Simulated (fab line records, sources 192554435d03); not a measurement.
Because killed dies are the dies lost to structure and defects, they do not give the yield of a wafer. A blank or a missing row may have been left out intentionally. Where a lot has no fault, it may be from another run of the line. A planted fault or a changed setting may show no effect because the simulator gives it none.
The tool behind it: which one?    flow n5-finfet    30 wafers from 10 lots sampled at 5 of the route's 1938 steps

== WHAT EACH GAUGE READ, for each wafer ==
N5_FIN_SAQP_THK_MEAS_07.
lot   measured     on             thk-nm (nm)
L075  day 2 05:47  film-metro-02  60.1 61.5 61.0
L078  day 2 21:10  film-metro-02  58.7 59.0 60.0
L080  day 3 09:10  film-metro-01  59.0 60.1 61.7
L082  day 3 20:55  film-metro-02  59.7 59.0 61.4
L084  day 4 09:47  film-metro-01  58.9 59.2 59.8
L086  day 5 00:18  film-metro-01  59.4 59.7 61.6
L089  day 5 15:07  film-metro-01  60.1 60.2 61.4
L091  day 6 02:54  film-metro-01  59.9 59.7 60.3
L094  day 6 22:46  film-metro-01  60.7 60.5 60.4
L096  day 7 08:51  film-metro-02  60.8 61.3 60.9

== EACH LOT AND THE TOOL THAT RAN IT (in order: tool; ch and the chambers of the sampled wafers; start) ==
lot   N5_WELL_APT_DESCUM_30              N5_WELL_APT_RTA_34               N5_PMOS_HMC_CHANNEL_EPI_ETCH_38  N5_FIN_SAQP_DENSIFY_62
L075  rie-diel-02 ch 2,3, day 1 21:25    rtp-anneal-02 ch 0, day 1 22:12  rie-si-03 ch 0,2,3, day 2 00:21  rtp-anneal-01 ch 0, day 2 05:18
L078  rie-diel-02 ch 0,2,3, day 2 15:13  rtp-anneal-01 ch 0, day 2 16:10  rie-si-04 ch 0,2, day 2 18:02    rtp-anneal-01 ch 0, day 2 20:40
L080  rie-diel-02 ch 1,2,3, day 3 03:03  rtp-anneal-02 ch 0, day 3 03:54  rie-si-04 ch 1,2, day 3 06:01    rtp-anneal-01 ch 0, day 3 08:41
L082  rie-diel-02 ch 1,2, day 3 15:17    rtp-anneal-02 ch 0, day 3 16:04  rie-si-04 ch 0,2, day 3 17:46    rtp-anneal-01 ch 0, day 3 20:26
L084  rie-diel-04 ch 0,1,2, day 4 03:11  rtp-anneal-02 ch 0, day 4 04:10  rie-si-03 ch 0,1,2, day 4 06:01  rtp-anneal-01 ch 0, day 4 08:59
L086  rie-diel-03 ch 1,2, day 4 16:00    rtp-anneal-01 ch 0, day 4 16:48  rie-si-04 ch 1,2, day 4 19:42    rtp-anneal-01 ch 0, day 4 23:51
L089  rie-diel-03 ch 0,1, day 5 09:10    rtp-anneal-02 ch 0, day 5 10:10  rie-si-03 ch 1,2, day 5 11:58    rtp-anneal-01 ch 0, day 5 14:40
L091  rie-diel-02 ch 0,1,2, day 5 21:09  rtp-anneal-02 ch 0, day 5 21:55  rie-si-04 ch 0,1,2, day 5 23:46  rtp-anneal-02 ch 0, day 6 02:23
L094  rie-diel-02 ch 0,2,3, day 6 16:10  rtp-anneal-02 ch 0, day 6 16:58  rie-si-05 ch 0,2,3, day 6 19:02  rtp-anneal-01 ch 0, day 6 22:19
L096  rie-diel-03 ch 0,2,3, day 7 02:53  rtp-anneal-01 ch 0, day 7 03:43  rie-si-04 ch 0,3, day 7 05:28    rtp-anneal-01 ch 0, day 7 08:20
- N5_WELL_APT_DESCUM_30: chemistry O2, time 7.9 s.
- N5_WELL_APT_RTA_34: time 10 s.
- N5_PMOS_HMC_CHANNEL_EPI_ETCH_38: etches SiO2 in CF4, target depth 1.5 nm.
- N5_FIN_SAQP_DENSIFY_62: time 60 s.

== THE ANSWER, worked out from the rows above alone ==
Rule: the usual values come from the lots themselves. Put in order of their means at a reading, lots are off if they are a third of the lots or fewer, leave a main group of 4 or more, and stand apart from it by a gap of 3 or more times the standard deviation of the main group's means; of several such gaps the widest counts. A main group whose means are all the same, to the digits that the tables above print for the reading, isn't used. A lot without any number at a reading at which 4 lots or more have one is off too. Where the step has rows for the other lots, those lots are counted as sound.
No lot is off at any reading shown: from this, nothing can be told.

== WHAT THE SIMULATOR PUT IN ==
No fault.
